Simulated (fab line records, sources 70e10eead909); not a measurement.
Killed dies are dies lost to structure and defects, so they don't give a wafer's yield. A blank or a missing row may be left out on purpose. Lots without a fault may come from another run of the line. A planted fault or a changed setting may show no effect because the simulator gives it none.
A struck lot beside a sound one | flow nand_harc | 15 steps out of a route of 1302
Sound: wafers L804.1, L804.3, L804.5. Struck: wafers L809.1, L809.4. The cause comes at the end.
At each step with rows: each side's tool, then ch and its chambers, then its first start. Under that, the readings that differ: sound wafers | struck wafers | difference of the means | sigmas: that difference in standard deviations of wafers without a fault.
alike: readings whose means differ by less than 2 such deviations, and words and numbers that are the same on both sides. not compared: withheld readings, readings that some wafer has no value for, bounds like >300 that may hide the same value, and numbers for which the record gives no deviation and whose values overlap.
The two part at a step that has a row with sigmas, a row that says differs or no value, or rows on one side only. Numbers that don't overlap but have no deviation are shown without sigmas and don't part them. A reading that every wafer of one side lacks parts them only if that side has two wafers or more.

first, 8 steps without rows for these wafers: NHARC_A_CONTACT_COAT_61 (time 75 s); NHARC_A_CONTACT_COAT_62 (time 65 s); NHARC_A_CONTACT_COAT_63 (resist thk 90 nm); NHARC_A_CONTACT_SOFTBAKE_64 (time 55 s); NHARC_A_CONTACT_EBR_65; NHARC_A_CONTACT_EXPOSE_66 (exposes mask A CC 2); NHARC_A_CONTACT_PEB_67 (peb time 65 s); NHARC_A_CONTACT_DEVELOP_68 (develop time 35 s).
NHARC_A_CONTACT_CD_MEAS_69: target cd 300 nm.
  sound on cd_sem-02 ch 0, day 25 12:02; struck on cd_sem-03 ch 0, day 28 03:11
  alike: cd_nm
NHARC_A_CONTACT_OVL_MEAS_70:
  sound on overlay-01, day 25 12:08; struck on overlay-02, day 28 03:17
  reading           | sound          | struck  | difference | sigmas
  overlay_y_nm (nm) | -0.6 -0.9 -0.7 | 1.2 1.1 | +1.9       | +2
  alike: overlay_x_nm
NHARC_A_CONTACT_INSPECT_71:
  sound on defect_inspect-01, day 25 12:10; struck on defect_inspect-01, day 28 03:19
  alike: raw_defect_count
NHARC_A_CONTACT_DESCUM_74: chemistry O2, time 3 s.
  sound on rie_diel-13 ch 1,2, day 25 12:14; struck on rie_diel-13 ch 1,2, day 28 03:24
  alike: drypump_motor_current_A, o2_flow_sccm, oes_product_au, rf_vpp_V, showerhead_plenum_p_Torr, throttle_valve_pct
  not compared: rf_hours_counter_h
NHARC_A_CONTACT_ETCH_75: etches the open film in CF4, target depth 39 nm, time 65 s.
  sound on rie_diel-13 ch 1,3, day 25 12:19; struck on rie_diel-13 ch 2,3, day 28 03:29
  reading          | sound          | struck    | difference | sigmas
  run_length_s (s) | 85.7 86.4 85.2 | 68.4 67.8 | -17.7      | -40
  alike: drypump_motor_current_A, oes_product_au, rf_vpp_V, showerhead_plenum_p_Torr, throttle_valve_pct
  not compared: rf_hours_counter_h
NHARC_A_CONTACT_ETCH_76: etches the open film in N2/H2, target depth 260 nm, time 475.3 s.
  sound on rie_diel-13 ch 2,3; struck on rie_diel-13 ch 0,1
  alike: drypump_motor_current_A, oes_product_au, rf_vpp_V, run_length_s, showerhead_plenum_p_Torr, throttle_valve_pct
  not compared: rf_hours_counter_h
-- the record jumps here: 3 days lie between the struck wafers' starts before and after (it left off in module A_CONTACT and takes up again in module END, whose first step shown is number 1302 of the route) --
NHARC_END_SORT_01:
  the record has rows for the struck wafers here (prober-02 ch 0, day 30 18:29) and none for the sound ones

WHERE THEY PART
First at NHARC_A_CONTACT_OVL_MEAS_70; last, within this record, at NHARC_END_SORT_01.

WHY: what the simulator had put in
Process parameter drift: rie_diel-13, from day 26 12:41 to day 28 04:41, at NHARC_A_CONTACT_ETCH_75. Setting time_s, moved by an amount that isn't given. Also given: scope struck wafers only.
